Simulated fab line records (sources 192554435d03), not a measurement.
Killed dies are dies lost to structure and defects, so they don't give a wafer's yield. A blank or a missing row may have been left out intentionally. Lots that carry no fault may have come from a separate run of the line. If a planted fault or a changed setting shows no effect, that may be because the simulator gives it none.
The tool behind it: which one? -- flow n5Finfet -- 72 wafers from 24 lots sampled at 3 of the route's 1938 steps

## WHAT EACH GAUGE READ, for each wafer
N5_HKMG_FIN_CD_MEAS_12: the cd target is 92.8 nm. Usual: cdNm 92.4 nm, standard deviation 0.83.
lot,measured,on,cdNm (nm),flag
L074,day 4 06:16,cdSem-03,91.7 93.2 92.8,
L075,day 4 09:53,cdSem-02,93.6 92.7 92.0,
L076,day 4 13:42,cdSem-03,92.4 92.7 93.5,
L077,day 4 22:22,cdSem-01,91.3 91.2 91.2,
L078,day 5 05:04,cdSem-03,93.0 92.7 92.3,
L079,day 5 13:26,cdSem-01,92.3 92.2 93.1,
L080,day 5 21:43,cdSem-02,91.9 91.8 91.6,
L081,day 5 22:46,cdSem-02,91.8 91.4 91.5,
L082,day 6 09:23,cdSem-01,91.9 93.0 92.2,
L083,day 6 10:11,cdSem-01,93.2 92.3 91.8,
L084,day 6 17:14,cdSem-02,91.5 91.9 92.3,
L085,day 6 22:12,cdSem-03,93.9 92.7 92.4,
L086,day 7 03:00,cdSem-03,94.5 91.7 92.9,
L087,day 7 09:43,cdSem-01,91.7 92.1 90.9,
L088,day 7 14:23,cdSem-01,93.5 92.0 92.1,
L089,day 7 19:43,cdSem-01,92.1 92.4 93.0,
L090,day 8 02:05,cdSem-01,94.2 92.2 92.5,
L091,day 8 07:29,cdSem-01,94.7 92.6 94.2,
L092,day 8 14:13,cdSem-03,93.7 93.4 92.9,
L093,day 8 18:49,cdSem-03,91.6 92.2 92.5,
L094,day 9 01:46,cdSem-01,92.8 91.9 91.1,
L095,day 9 08:04,cdSem-03,91.9 92.1 92.3,
L096,day 9 15:41,cdSem-03,92.3 93.2 92.7,
L097,day 9 22:11,cdSem-03,92.3 91.6 93.1,

## TOOL THAT RAN EACH LOT (tool first, then ch and the chambers of the sampled wafers, then the start)
lot,N5_HKMG_FIN_ALD_75,N5_HKMG_FIN_STRIP_60
L074,"aldHk-02 ch 0,2,3, day 4 02:36","plasmaAsher-02 ch 0,1, day 4 03:55"
L075,"aldHk-03 ch 0,1,2, day 4 06:10","plasmaAsher-02 ch 0,1, day 4 07:37"
L076,"aldHk-01 ch 0,3, day 4 09:34","plasmaAsher-01 ch 0,1, day 4 11:12"
L077,"aldHk-03 ch 1,2,3, day 4 18:34","plasmaAsher-02 ch 0,1, day 4 20:07"
L078,"aldHk-03 ch 0,1,2, day 5 01:07","plasmaAsher-02 ch 0,1, day 5 02:29"
L079,"aldHk-03 ch 1,2,3, day 5 09:33","plasmaAsher-02 ch 0,1, day 5 10:59"
L080,"aldHk-02 ch 0,3, day 5 17:54","plasmaAsher-02 ch 0,1, day 5 19:28"
L081,"aldHk-02 ch 2,3, day 5 18:52","plasmaAsher-01 ch 0,1, day 5 20:18"
L082,"aldHk-01 ch 0,1,2, day 6 05:31","plasmaAsher-01 ch 0,1, day 6 06:56"
L083,"aldHk-02 ch 1,3, day 6 06:29","plasmaAsher-01 ch 0,1, day 6 07:52"
L084,"aldHk-03 ch 1,3, day 6 13:23","plasmaAsher-01 ch 0,1, day 6 14:56"
L085,"aldHk-01 ch 2,3, day 6 18:26","plasmaAsher-01 ch 1, day 6 19:52"
L086,"aldHk-02 ch 0,3, day 6 23:16","plasmaAsher-01 ch 0,1, day 7 00:44"
L087,"aldHk-02 ch 1,2,3, day 7 05:48","plasmaAsher-02 ch 1, day 7 07:18"
L088,"aldHk-03 ch 0,3, day 7 10:11","plasmaAsher-02 ch 0, day 7 11:59"
L089,"aldHk-03 ch 0,1,2, day 7 15:57","plasmaAsher-02 ch 0,1, day 7 17:26"
L090,"aldHk-02 ch 1,2, day 7 22:12","plasmaAsher-02 ch 0,1, day 7 23:55"
L091,"aldHk-01 ch 1,2, day 8 03:38","plasmaAsher-01 ch 0,1, day 8 05:05"
L092,"aldHk-01 ch 1,3, day 8 10:20","plasmaAsher-01 ch 0,1, day 8 11:57"
L093,"aldHk-01 ch 1,3, day 8 14:58","plasmaAsher-02 ch 0,1, day 8 16:20"
L094,"aldHk-01 ch 0,1,2, day 8 22:06","plasmaAsher-02 ch 0,1, day 8 23:25"
L095,"aldHk-01 ch 1,2, day 9 04:20","plasmaAsher-02 ch 0, day 9 05:38"
L096,"aldHk-01 ch 0,1,3, day 9 11:51","plasmaAsher-01 ch 0,1, day 9 13:17"
L097,"aldHk-01 ch 1,3, day 9 18:24","plasmaAsher-02 ch 0,1, day 9 19:45"
- N5_HKMG_FIN_ALD_75: deposits Al2O3, target thk 1 nm, co reactant pulse time 1 s.
- N5_HKMG_FIN_STRIP_60: strips in N2/H2, time 360 s.

## WHAT THE TOOLS THEMSELVES READ (means of the sampled wafers that have a number; where no wafer has one, the mark that the record gives instead)
N5_HKMG_FIN_ALD_75. Usual: heaterPowerW 155 W, standard deviation 17; precursorPulseHeightRel 0.999, standard deviation 0.019.
lot,tool,heaterPowerW (W),precursorPulseHeightRel,flag
L074,aldHk-02,146,1.010,
L075,aldHk-03,146,0.999,
L076,aldHk-01,167,0.984,
L077,aldHk-03,146,0.992,
L078,aldHk-03,147,1.002,
L079,aldHk-03,146,1.012,
L080,aldHk-02,143,1.001,
L081,aldHk-02,146,1.005,
L082,aldHk-01,172,1.009,
L083,aldHk-02,159,0.988,
L084,aldHk-03,156,0.992,
L085,aldHk-01,172,0.987,
L086,aldHk-02,148,0.992,
L087,aldHk-02,152,0.982,
L088,aldHk-03,143,1.009,
L089,aldHk-03,148,1.007,
L090,aldHk-02,158,1.003,
L091,aldHk-01,165,0.989,
L092,aldHk-01,145,1.005,
L093,aldHk-01,142,1.001,
L094,aldHk-01,171,1.002,
L095,aldHk-01,166,1.012,
L096,aldHk-01,154,1.017,
L097,aldHk-01,142,1.010,

N5_HKMG_FIN_STRIP_60. Usual: drypumpMotorCurrentA 5.7 A, standard deviation 0.34; heaterPowerW 500 W, standard deviation 56.
lot,tool,drypumpMotorCurrentA (A),heaterPowerW (W),flag
L074,plasmaAsher-02,5.7,498,
L075,plasmaAsher-02,5.6,530,
L076,plasmaAsher-01,5.5,496,
L077,plasmaAsher-02,5.6,543,
L078,plasmaAsher-02,5.5,534,
L079,plasmaAsher-02,5.7,495,
L080,plasmaAsher-02,5.6,529,
L081,plasmaAsher-01,5.5,493,
L082,plasmaAsher-01,5.8,467,
L083,plasmaAsher-01,5.8,468,
L084,plasmaAsher-01,5.5,496,
L085,plasmaAsher-01,5.2,522,
L086,plasmaAsher-01,5.9,466,
L087,plasmaAsher-02,5.9,455,
L088,plasmaAsher-02,5.4,572,
L089,plasmaAsher-02,5.7,494,
L090,plasmaAsher-02,5.6,531,
L091,plasmaAsher-01,5.5,495,
L092,plasmaAsher-01,5.8,464,
L093,plasmaAsher-02,5.7,497,
L094,plasmaAsher-02,5.7,497,
L095,plasmaAsher-02,5.4,575,
L096,plasmaAsher-01,5.5,484,
L097,plasmaAsher-02,5.7,490,

## THE ANSWER, worked out from the rows above alone
Rule: take the mean of a lot's wafers that have a number; if it is more than 3 standard deviations from the usual mean, the lot is off. Also off: a lot with no number at a reading for which 4 or more lots have one. All remaining lots with rows at the step are treated as sound. Order of review: gauges by route order, followed by the tools' own readings, for which a lot's mean as printed above is used. At the first step where some lot is off, the reading lying furthest off is the one used; lots without a number count as furthest.
Nothing can be told from this: no lot is off at any reading shown.

## WHAT THE SIMULATOR HAD PUT IN
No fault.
